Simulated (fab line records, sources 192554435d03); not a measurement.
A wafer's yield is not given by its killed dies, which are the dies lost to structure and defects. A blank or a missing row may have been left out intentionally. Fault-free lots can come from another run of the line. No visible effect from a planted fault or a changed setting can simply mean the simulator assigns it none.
fab line records	flow n5_finfet
record: lots: 7	wafers: 21
route steps=1938 shown BEOL_M3@958 BEOL_M6@1199 BEOL_M7@1309 BEOL_M8@1357 BEOL_M9@1419 BEOL_M10@1496
start_h: the number of hours between the record's first day and the start of the first shown wafer of the lot	wait_h: hours elapsed since this lot's preceding step	" unchanged from the row above	L1.1+2: a row that stands for several wafers	- value missing, or start not given	* or withheld: withheld	< > ~ a bound
route shown NAME@n: NAME is a module with steps in the file, n the number in the route of the first one	usual: mean/standard deviation taken from wafers without a fault	same: alike in all rows	chamber/n: place in a boat	sites: the reading at each site	_std_site: the values' standard deviation	_edge_site: outer sites' mean less inner sites'	radius_mm: for every site, how far away it sits from the centre of the wafer	mask NAME#n: copy n	behind: the tool/chamber that last shaped the wafer	hold: the reason the lot was held/the length of the hold in hours/how it ended	device: the transistor (n, p or np) that didn't switch	end of line: the tests these same wafers got at the end of their route	step lacking rows: just its recipe	killed: the dies lost at the first sort to structure and to defects; this is not the yield of the wafer	map: a wafer's dies, marking killed ones x, the rest . and places with no die _
set.NAME: setting as actually run; set.NAME@STEP: the setting as run at that earlier step	model.NAME: the simulator's own value behind a step, which no gauge read
lots where settings were altered on purpose, with a table for each step and a row for each wafer
== steps ==
step: N5_BEOL_M3_COAT_68
recipe: resist: SiARC	temp_c: 220	time_s: 60	spin_rpm: 1500	resist_thk_nm: 12
lot.wafer	tool	chamber	start_h	wait_h	set.spin_rpm	model.SiARC_of_BEOL_M3_COAT_68.thk_nm
L074.2+3+4	litho_track-01	0	-	-	1500	12
L080.2+3	litho_track-04	0	-	-	1500	12
L080.6	"	0	"	"	1587	11.6
L082.4+5+6	litho_track-01	0	-	-	1500	12
L086.1+4+5	litho_track-01	0	-	-	1500	12
L089.1+4	litho_track-03	0	-	-	1344	12.6
L089.6	"	0	"	"	1500	12
L091.1+4+6	litho_track-03	0	-	-	1500	12
L093.3+4	litho_track-04	0	-	-	1500	12
L093.6	"	0	"	"	1374	12.6
step: N5_BEOL_M3_COAT_76
recipe: resist: underlayer	temp_c: 205	time_s: 60	spin_rpm: 1500	resist_thk_nm: 5
step: N5_BEOL_M3_COAT_22
recipe: resist: CAR-EUV	spin_rpm: 1500	resist_thk_nm: 30
step: N5_BEOL_M3_DESCUM_33
recipe: chemistry: O2	time_s: 7	source_power_w: 50	bias_power_w: 20	pressure_mtorr: 20	rf_frequency_hz: 2.712e+07	temp_c: 40	resist: CAR-EUV	o2_flow_sccm: 225
step: N5_BEOL_M3_ETCH_77
recipe: chemistry: N2/H2	target: underlayer	target_depth_a: 65	mask_material: CAR-EUV	time_s: 5.2	ion_energy_ev: 200	pressure_mtorr: 30	source_w: 840	bias_w: 150	n2_flow_sccm: 200	h2_flow_sccm: 200	ends: cleared
step: N5_BEOL_M3_ETCH_69
recipe: chemistry: CF4	target: SiARC	target_depth_a: 156	mask_material: CAR-EUV	time_s: 26	ion_energy_ev: 80	pressure_mtorr: 40	source_w: 545	bias_w: 36	Ar_flow_sccm: 100	cf4_flow_sccm: 100	ends: cleared
lot.wafer	tool	chamber	start_h	wait_h	set.spin_rpm@BEOL_M3_COAT_68	model.etch.depth_nm
L074.2	rie_diel-02	3	148.26	0.0	1500	12.03
L074.3	"	0	"	"	1500	12
L074.4	"	1	"	"	1500	12.04
L080.2	rie_diel-02	3	178.39	0.0	1500	12.07
L080.3	"	1	"	"	1500	12.08
L080.6	"	3	"	"	1587	11.7
L082.4	rie_diel-04	3	191.68	0.0	1500	11.99
L082.5	"	1	"	"	1500	12.02
L082.6	"	0	"	"	1500	12.03
L086.1+4+5	rie_diel-02	2,0,2	217.94	0.0	1500	11.99
L089.1	rie_diel-05	3	226.37	0.0	1344	12.68
L089.4	"	1	"	"	1344	12.62
L089.6	"	0	"	"	1500	11.99
L091.1	rie_diel-04	2	243.03	0.0	1500	12.03
L091.4+6	"	3	"	"	1500	12.05
L093.3	rie_diel-02	0	259.25	0.0	1500	12.07
L093.4	"	3	"	"	1500	12.04
L093.6	"	3	"	"	1374	12.6
step: N5_BEOL_M6_COAT_59
recipe: resist: SOC	temp_c: 250	time_s: 60	spin_rpm: 1500	resist_thk_nm: 100
lot.wafer	tool	chamber	start_h	wait_h	set.spin_rpm	model.SOC_of_BEOL_M6_COAT_59.thk_nm
L074.2	litho_track-04	0	182.31	0.1	1500	100.2
L074.3	"	0	"	"	1454	101.6
L074.4	"	0	"	"	1500	100
L080.2+3+6	litho_track-02	0	214.36	0.1	1500	100.2
L082.4	litho_track-04	0	223.33	0.1	1500	100
L082.5	"	0	"	"	1430	102.8
L082.6	"	0	"	"	1500	100.2
L086.1	litho_track-02	0	257.05	0.1	1500	99.8
L086.4	"	0	"	"	1500	99.6
L086.5	"	0	"	"	1500	100
L089.1	litho_track-01	0	274.06	0.1	1615	96.4
L089.4	"	0	"	"	1500	99.6
L089.6	"	0	"	"	1500	100
L091.1	litho_track-04	0	292.16	0.1	1500	99.8
L091.4	"	0	"	"	1500	99.6
L091.6	"	0	"	"	1500	99.4
L093.3	litho_track-01	0	298.32	0.1	1500	100.4
L093.4	"	0	"	"	1454	101.8
L093.6	"	0	"	"	1454	101.6
step: N5_BEOL_M6_ETCH_61
recipe: chemistry: CF4	target: SiARC	target_depth_a: 455	mask_material: CAR-ArF	time_s: 75.8	ion_energy_ev: 80	pressure_mtorr: 40	source_w: 545	bias_w: 36	Ar_flow_sccm: 100	cf4_flow_sccm: 100	ends: cleared
usual: rf_vpp_V: 184.2/1.1
lot.wafer	tool	chamber	start_h	wait_h	set.bias_w	rf_vpp_V
L074.2	rie_diel-03	0	183.17	0.0	30.85	166.9
L074.3	"	2	"	"	36	183.3
L074.4	"	1	"	"	36	183.7
L080.2	rie_diel-06	1	214.99	0.0	36	184.2
L080.3	"	2	"	"	36	182.1
L080.6	"	1	"	"	39.09	194.5
L082.4	rie_diel-06	1	223.70	0.0	36	184.2
L082.5	"	0	"	"	36	183.7
L082.6	"	1	"	"	36	184.2
L086.1	rie_diel-06	1	257.55	0.0	36	185.1
L086.4	"	2	"	"	36	183.2
L086.5	"	0	"	"	36	181.6
L089.1	rie_diel-06	3	274.59	0.0	36	186.2
L089.4	"	0	"	"	36	182.0
L089.6	"	3	"	"	36	184.8
L091.1	rie_diel-06	0	292.83	0.0	33.7	176.2
L091.4	"	2	"	"	36	185.3
L091.6	"	2	"	"	33.7	175.5
L093.3	rie_diel-03	1	298.69	0.0	38.14	191.1
L093.4	"	3	"	"	36	183.4
L093.6	"	3	"	"	36	184.5
step: N5_BEOL_M6_ETCH_62
recipe: chemistry: N2/H2	target: SOC	target_depth_a: 1100	overetch_a: 220	mask_material: SiARC	temp_c: 40	time_s: 165	ion_energy_ev: 200	pressure_mtorr: 30	source_w: 840	bias_w: 150	n2_flow_sccm: 200	h2_flow_sccm: 200
lot.wafer	tool	chamber	start_h	wait_h	set.spin_rpm@BEOL_M6_COAT_59	model.etch.depth_nm
L074.2	rie_diel-03	0	183.22	0.0	1500	100.2
L074.3	"	2	"	"	1454	101.6
L074.4	"	1	"	"	1500	99.91
L080.2+6	rie_diel-06	1	215.04	0.0	1500	100.2
L080.3	"	2	"	"	1500	100.3
L082.4	rie_diel-06	1	223.76	0.0	1500	100.1
L082.5	"	0	"	"	1430	102.8
L082.6	"	1	"	"	1500	100.3
L086.1	rie_diel-06	1	257.61	0.0	1500	99.73
L086.4	"	2	"	"	1500	99.7
L086.5	"	0	"	"	1500	99.91
L089.1	rie_diel-06	3	274.65	0.0	1615	96.34
L089.4	"	0	"	"	1500	99.65
L089.6	"	3	"	"	1500	100.1
L091.1	rie_diel-06	0	292.89	0.0	1500	99.72
L091.4	"	2	"	"	1500	99.6
L091.6	"	2	"	"	1500	99.48
L093.3	rie_diel-03	1	298.75	0.0	1500	100.3
L093.4	"	3	"	"	1454	101.7
L093.6	"	3	"	"	1454	101.6
step: N5_BEOL_M6_ETCH_66
recipe: chemistry: N2/H2	target: SOC	target_depth_a: 800	overetch_a: 160	mask_material: SiARC	temp_c: 40	time_s: 120	ion_energy_ev: 200	pressure_mtorr: 30	source_w: 840	bias_w: 150	n2_flow_sccm: 200	h2_flow_sccm: 200
usual: rf_vpp_V: 524.5/1.8
lot.wafer	tool	chamber	start_h	wait_h	set.bias_w	rf_vpp_V
L074.2	rie_diel-01	3	184.53	0.0	150	521.2
L074.3	"	0	"	"	150	528.1
L074.4	"	2	"	"	150	526.8
L080.2	rie_diel-03	0	216.30	0.0	150	524.8
L080.3	"	2	"	"	150	523.1
L080.6	"	3	"	"	150	524.1
L082.4	rie_diel-03	1	225.19	0.0	150	524.2
L082.5	"	0	"	"	150	526.3
L082.6	"	3	"	"	150	524.9
L086.1	rie_diel-06	2	263.73	0.0	150	524.7
L086.4	"	3	"	"	150	525.4
L086.5	"	1	"	"	150	525.1
L089.1	rie_diel-06	2	276.83	0.0	150	523.8
L089.4	"	3	"	"	171.1	570.8
L089.6	"	2	"	"	150	523.2
L091.1	rie_diel-03	2	296.56	0.0	150	522.7
L091.4	"	0	"	"	150	525.3
L091.6	"	1	"	"	132.3	485.1
L093.3	rie_diel-01	2	300.03	0.0	150	523.8
L093.4	"	1	"	"	150	527.8
L093.6	"	3	"	"	159.8	543.2
step: N5_BEOL_M7_ETCH_41
recipe: chemistry: CH3F/O2	target: SiCN	target_depth_a: 319	taper_deg: 2	time_s: 57.8	ion_energy_ev: 120	mask_material: TiN	pressure_mtorr: 30	source_w: 395	bias_w: 75	Ar_flow_sccm: 150	CH3F_flow_sccm: 30	O2_flow_sccm: 20
usual: rf_vpp_V: 297.6/1.5
lot.wafer	tool	chamber	start_h	wait_h	set.source_w	rf_vpp_V
L074.2	rie_diel-02	0	-	-	335.3	314.5
L074.3	"	3	"	"	395	299.0
L074.4	"	1	"	"	395	298.4
L080.2	rie_diel-05	0	-	-	395	298.0
L080.3	"	2	"	"	357.4	304.8
L080.6	"	2	"	"	357.4	305.8
L082.4	rie_diel-05	2	-	-	395	295.8
L082.5	"	3	"	"	442.7	284.4
L082.6	"	0	"	"	395	297.6
L086.1	rie_diel-05	0	-	-	395	298.9
L086.4	"	1	"	"	395	298.2
L086.5	"	2	"	"	395	295.3
L089.1	rie_diel-04	1	-	-	440.9	287.6
L089.4	"	2	"	"	440.9	285.8
L089.6	"	3	"	"	395	296.8
L091.1	rie_diel-04	2	-	-	395	299.0
L091.4	"	1	"	"	395	299.0
L091.6	"	3	"	"	416.9	291.9
L093.3	rie_diel-04	1	-	-	395	299.4
L093.4	"	2	"	"	395	297.8
L093.6	"	0	"	"	395	298.9
step: N5_BEOL_M8_COAT_64
recipe: resist: SiARC	temp_c: 220	time_s: 60	spin_rpm: 1500	resist_thk_nm: 12
lot.wafer	tool	chamber	start_h	wait_h	set.spin_rpm	model.SiARC_of_BEOL_M8_COAT_64.thk_nm
L074.2+4	litho_track-03	0	-	-	1433	12.4
L074.3	"	0	"	"	1500	12
L080.2	litho_track-03	0	-	-	1500	12
L080.3+6	"	0	"	"	1453	12.2
L082.4+5+6	litho_track-04	0	-	-	1500	12
L086.1+4+5	litho_track-04	0	-	-	1500	12
L089.1+4+6	litho_track-03	0	-	-	1393	12.4
L091.1+4+6	litho_track-03	0	-	-	1500	12
L093.3+4+6	litho_track-03	0	-	-	1500	12
step: N5_BEOL_M8_COAT_22
recipe: resist: CAR-EUV	spin_rpm: 1500	resist_thk_nm: 30
lot.wafer	tool	chamber	start_h	wait_h	set.spin_rpm	model.CAR-EUV_of_BEOL_M8_COAT_22.thk_nm
L074.2+3	litho_track-03	0	-	-	1500	30
L074.4	"	0	"	"	1612	29
L080.2	litho_track-03	0	-	-	1500	30
L080.3+6	"	0	"	"	1355	31.6
L082.4	litho_track-04	0	-	-	1403	31.2
L082.5	"	0	"	"	1500	30
L082.6	"	0	"	"	1500	30.2
L086.1+4+5	litho_track-04	0	-	-	1500	30
L089.1	litho_track-03	0	-	-	1500	30.2
L089.4+6	"	0	"	"	1343	31.8
L091.1+4	litho_track-03	0	-	-	1663	28.6
L091.6	"	0	"	"	1500	30
L093.3+6	litho_track-03	0	-	-	1500	30.2
L093.4	"	0	"	"	1590	29.2
step: N5_BEOL_M8_EBR_24
recipe: solvent: PGMEA	ebr_width_mm: 1.5
step: N5_BEOL_M8_SOFTBAKE_23
recipe: temp_c: 110	time_s: 60	resist: CAR-EUV
step: N5_BEOL_M8_DESCUM_33
recipe: chemistry: O2	time_s: 7	source_power_w: 50	bias_power_w: 20	pressure_mtorr: 20	rf_frequency_hz: 2.712e+07	temp_c: 40	resist: CAR-EUV	o2_flow_sccm: 225
step: N5_BEOL_M8_ETCH_72
recipe: chemistry: N2/H2	target: underlayer	target_depth_a: 65	mask_material: CAR-EUV	time_s: 5.2	ion_energy_ev: 200	pressure_mtorr: 30	source_w: 840	bias_w: 150	n2_flow_sccm: 200	h2_flow_sccm: 200	ends: cleared
step: N5_BEOL_M8_ETCH_65
recipe: chemistry: CF4	target: SiARC	target_depth_a: 156	mask_material: CAR-EUV	time_s: 26	ion_energy_ev: 80	pressure_mtorr: 40	source_w: 545	bias_w: 36	Ar_flow_sccm: 100	cf4_flow_sccm: 100	ends: cleared
lot.wafer	tool	chamber	start_h	wait_h	set.spin_rpm@BEOL_M8_COAT_64	model.etch.depth_nm
L074.2	rie_diel-01	1	201.02	0.0	1433	12.32
L074.3	"	2	"	"	1500	12.01
L074.4	"	3	"	"	1433	12.31
L080.2	rie_diel-06	2	231.20	0.0	1500	12.03
L080.3	"	0	"	"	1453	12.2
L080.6	"	2	"	"	1453	12.19
L082.4	rie_diel-01	1	244.36	0.0	1500	12
L082.5	"	0	"	"	1500	12.03
L082.6	"	3	"	"	1500	12.04
L086.1	rie_diel-06	3	279.35	0.0	1500	11.97
L086.4	"	2	"	"	1500	11.99
L086.5	"	0	"	"	1500	12.02
L089.1	rie_diel-06	2	293.67	0.0	1393	12.46
L089.4	"	1	"	"	1393	12.47
L089.6	"	2	"	"	1393	12.48
L091.1	rie_diel-03	3	313.58	0.0	1500	12.06
L091.4	"	0	"	"	1500	12.05
L091.6	"	3	"	"	1500	12.01
L093.3	rie_diel-03	3	315.52	0.0	1500	12.04
L093.4	"	0	"	"	1500	12.03
L093.6	"	1	"	"	1500	12.07
step: N5_BEOL_M9_ETCH_62
recipe: chemistry: N2/H2	target: SOC	target_depth_a: 1100	overetch_a: 220	mask_material: SiARC	temp_c: 40	time_s: 165	ion_energy_ev: 200	pressure_mtorr: 30	source_w: 840	bias_w: 150	n2_flow_sccm: 200	h2_flow_sccm: 200
lot.wafer	tool	chamber	start_h	wait_h	set.time_s	model.SiARC_of_BEOL_M9_COAT_60.thk_nm
L074.2	rie_diel-05	3	207.05	0.0	165	23.4
L074.3	"	2	"	"	145.8	24.6
L074.4	"	1	"	"	145.8	24.2
L080.2	rie_diel-04	3	236.90	0.0	135.1	24.6
L080.3	"	0	"	"	135.1	24.4
L080.6	"	1	"	"	165	24
L082.4	rie_diel-05	2	252.27	0.0	145.3	24.6
L082.5	"	0	"	"	165	23.4
L082.6	"	3	"	"	165	23.6
L086.1	rie_diel-04	2	286.57	0.0	165	23
L086.4	"	3	"	"	165	23.4
L086.5	"	1	"	"	165	23.8
L089.1	rie_diel-04	3	300.05	0.0	165	23.4
L089.4	"	0	"	"	165	23.2
L089.6	"	1	"	"	200.3	22.4
L091.1	rie_diel-02	1	318.58	0.0	165	23.6
L091.4	"	0	"	"	150.1	24.4
L091.6	"	1	"	"	150.1	24.2
L093.3	rie_diel-05	3	322.05	0.0	165	23.8
L093.4	"	1	"	"	142.6	24.6
L093.6	"	2	"	"	142.6	24.8
step: N5_BEOL_M9_EXPOSE_25
recipe: mask_id: V8	na: 0.33	source_shape: annular	sigma_inner: 0.4	sigma_outer: 0.8	polarization: unpolarized	dose_mj: 37.25
lot.wafer	tool	chamber	start_h	wait_h	mask	set.dose_mj
L074.2	euv_scanner-01	0	208.80	-	V8#0	37.25
L074.3+4	"	0	"	"	V8#0	38.65
L080.2+3+6	euv_scanner-01	0	239.80	-	V8#0	37.25
L082.4+6	euv_scanner-01	0	255.48	-	V8#0	37.25
L082.5	"	0	"	"	V8#0	35.46
L086.1+4+5	euv_scanner-01	0	287.37	-	V8#0	37.25
L089.1+6	euv_scanner-02	0	301.89	-	V8#0	37.25
L089.4	"	0	"	"	V8#0	35.04
L091.1+4+6	euv_scanner-01	0	319.31	-	V8#0	37.25
L093.3+4	euv_scanner-02	0	323.44	-	V8#0	38.69
L093.6	"	0	"	"	V8#0	37.25
step: N5_BEOL_M9_PEB_26
recipe: peb_temp_c: 100	peb_time_s: 60	resist: CAR-EUV
step: N5_BEOL_M9_DEVELOP_27
recipe: develop_time_s: 30	developer: TMAH	resist: CAR-EUV	rinse_liquid: surfactant_rinse	dry: air_spin	dev_temp_c: 23
step: N5_BEOL_M9_CD_MEAS_28
recipe: target_cd_nm: 70	landing_energy_ev: 500	detector: se_inlens	polarity: opening
usual: cd_nm: 69.89/0.3
lot.wafer	tool	chamber	start_h	wait_h	set.dose_mj@BEOL_M9_EXPOSE_25	cd_nm
L074.2	cd_sem-03	0	208.92	-	37.25	70.04
L074.3	"	0	"	"	38.65	71.44
L074.4	"	0	"	"	38.65	71.09
L080.2	cd_sem-02	0	239.92	-	37.25	69.95
L080.3	"	0	"	"	37.25	70.07
L080.6	"	0	"	"	37.25	69.58
L082.4	cd_sem-03	0	255.59	-	37.25	69.62
L082.5	"	0	"	"	35.46	68.41
L082.6	"	0	"	"	37.25	69.99
L086.1	cd_sem-02	0	287.50	-	37.25	70.26
L086.4	"	0	"	"	37.25	70.12
L086.5	"	0	"	"	37.25	70.09
L089.1	cd_sem-01	0	302.02	-	37.25	69.59
L089.4	"	0	"	"	35.04	68.27
L089.6	"	0	"	"	37.25	69.87
L091.1	cd_sem-02	0	319.44	-	37.25	69.84
L091.4	"	0	"	"	37.25	70.02
L091.6	"	0	"	"	37.25	69.98
L093.3	cd_sem-03	0	323.56	-	38.69	70.94
L093.4	"	0	"	"	38.69	70.92
L093.6	"	0	"	"	37.25	70.12
step: N5_BEOL_M10_COAT_22
recipe: resist: CAR-ArF	spin_rpm: 1500	resist_thk_nm: 90
lot.wafer	tool	chamber	start_h	wait_h	set.spin_rpm	model.CAR-ArF_of_BEOL_M10_COAT_22.thk_nm
L074.2	litho_track-01	0	-	-	1500	90
L074.3	"	0	"	"	1500	89.8
L074.4	"	0	"	"	1401	93.4
L080.2	litho_track-05	0	-	-	1500	90.2
L080.3	"	0	"	"	1659	85.8
L080.6	"	0	"	"	1500	90.4
L082.4+5	litho_track-01	0	-	-	1335	95.8
L082.6	"	0	"	"	1500	90.4
L086.1	litho_track-03	0	-	-	1500	90.2
L086.4	"	0	"	"	1500	90.4
L086.5	"	0	"	"	1500	90.6
L089.1	litho_track-03	0	-	-	1500	90.2
L089.4	"	0	"	"	1500	90.6
L089.6	"	0	"	"	1500	90.4
L091.1	litho_track-01	0	-	-	1351	95.2
L091.4	"	0	"	"	1500	90.2
L091.6	"	0	"	"	1351	95
L093.3	litho_track-03	0	-	-	1500	90.8
L093.4+6	"	0	"	"	1565	88.8
step: N5_BEOL_M10_PEB_26
recipe: peb_temp_c: withheld	peb_time_s: 60	resist: CAR-ArF
lot.wafer	tool	chamber	start_h	wait_h	set.peb_time_s
L074.2	litho_track-05	0	215.86	0.1	69.48
L074.3+4	"	0	"	"	60
L080.2+6	litho_track-03	0	246.81	0.1	60
L080.3	"	0	"	"	51.15
L082.4+6	litho_track-01	0	263.95	0.0	60
L082.5	"	0	"	"	71.4
L086.1+4+5	litho_track-01	0	295.82	0.1	60
L089.1	litho_track-01	0	308.97	0.1	55.95
L089.4+6	"	0	"	"	60
L091.1+4	litho_track-03	0	327.45	0.1	60
L091.6	"	0	"	"	68.6
L093.3+4	litho_track-05	0	331.48	0.0	60
L093.6	"	0	"	"	69.78
step: N5_BEOL_M10_DEVELOP_27
recipe: develop_time_s: 30	developer: TMAH	resist: CAR-ArF	rinse_liquid: diw	dry: air_spin	dev_temp_c: 23
step: N5_BEOL_M10_CD_MEAS_28
recipe: target_cd_nm: 70	landing_energy_ev: 500	detector: se_inlens	polarity: opening
usual: cd_nm: 69.7/1
lot.wafer	tool	chamber	start_h	wait_h	set.peb_time_s@BEOL_M10_PEB_26	cd_nm
L074.2	cd_sem-03	0	215.93	-	69.48	76.3
L074.3	"	0	"	"	60	71.5
L074.4	"	0	"	"	60	71.2
L080.2	cd_sem-03	0	246.88	-	60	68.2
L080.3	"	0	"	"	51.15	64.0
L080.6	"	0	"	"	60	69.5
L082.4	cd_sem-02	0	264.01	-	60	68.6
L082.5	"	0	"	"	71.4	76.2
L082.6	"	0	"	"	60	69.9
L086.1	cd_sem-01	0	295.89	-	60	70.2
L086.4	"	0	"	"	60	69.8
L086.5	"	0	"	"	60	69.5
L089.1	cd_sem-03	0	309.04	-	55.95	65.5
L089.4	"	0	"	"	60	69.9
L089.6	"	0	"	"	60	68.9
L091.1	cd_sem-01	0	327.51	-	60	69.6
L091.4	"	0	"	"	60	69.7
L091.6	"	0	"	"	68.6	75.6
L093.3	cd_sem-03	0	331.55	-	60	72.1
L093.4	"	0	"	"	60	71.3
L093.6	"	0	"	"	69.78	76.6
== key ==
split: step: N5_BEOL_M3_COAT_68	setting: spin_rpm	stated: 1500	by: wafer
response: step: N5_BEOL_M3_COAT_68	reading: model.SiARC_of_BEOL_M3_COAT_68.thk_nm	change: -0.064	per: 1%	r: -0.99
response: step: N5_BEOL_M3_ETCH_69	reading: model.etch.depth_nm	change: -0.0642	per: 1%	r: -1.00
split: step: N5_BEOL_M6_COAT_59	setting: spin_rpm	stated: 1500	by: wafer
response: step: N5_BEOL_M6_COAT_59	reading: model.SOC_of_BEOL_M6_COAT_59.thk_nm	change: -0.476	per: 1%	r: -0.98
response: step: N5_BEOL_M6_ETCH_62	reading: model.etch.depth_nm	change: -0.482	per: 1%	r: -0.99
split: step: N5_BEOL_M6_ETCH_61	setting: bias_w	stated: 36	by: wafer
response: step: N5_BEOL_M6_ETCH_61	reading: rf_vpp_V	change: +1.23	per: 1%	r: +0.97
split: step: N5_BEOL_M6_ETCH_66	setting: bias_w	stated: 150	by: wafer
response: step: N5_BEOL_M6_ETCH_66	reading: rf_vpp_V	change: +3.26	per: 1%	r: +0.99
split: step: N5_BEOL_M7_ETCH_41	setting: source_w	stated: 395	by: wafer
response: step: N5_BEOL_M7_ETCH_41	reading: rf_vpp_V	change: -0.975	per: 1%	r: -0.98
split: step: N5_BEOL_M8_COAT_64	setting: spin_rpm	stated: 1500	by: wafer
response: step: N5_BEOL_M8_COAT_64	reading: model.SiARC_of_BEOL_M8_COAT_64.thk_nm	change: -0.0811	per: 1%	r: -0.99
response: step: N5_BEOL_M8_ETCH_65	reading: model.etch.depth_nm	change: -0.063	per: 1%	r: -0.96
split: step: N5_BEOL_M8_COAT_22	setting: spin_rpm	stated: 1500	by: wafer
response: step: N5_BEOL_M8_COAT_22	reading: model.CAR-EUV_of_BEOL_M8_COAT_22.thk_nm	change: -0.15	per: 1%	r: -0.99
split: step: N5_BEOL_M9_ETCH_62	setting: time_s	stated: 165	by: wafer
response: step: N5_BEOL_M9_ETCH_62	reading: model.SiARC_of_BEOL_M9_COAT_60.thk_nm	change: -0.0539	per: 1%	r: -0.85
split: step: N5_BEOL_M9_EXPOSE_25	setting: dose_mj	stated: 37.25	by: wafer
response: step: N5_BEOL_M9_CD_MEAS_28	reading: cd_nm	change: +0.264	per: 1%	r: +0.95
split: step: N5_BEOL_M10_COAT_22	setting: spin_rpm	stated: 1500	by: wafer
response: step: N5_BEOL_M10_COAT_22	reading: model.CAR-ArF_of_BEOL_M10_COAT_22.thk_nm	change: -0.476	per: 1%	r: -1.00
split: step: N5_BEOL_M10_PEB_26	setting: peb_time_s	stated: 60	by: wafer
response: step: N5_BEOL_M10_CD_MEAS_28	reading: cd_nm	change: +0.352	per: 1%	r: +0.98
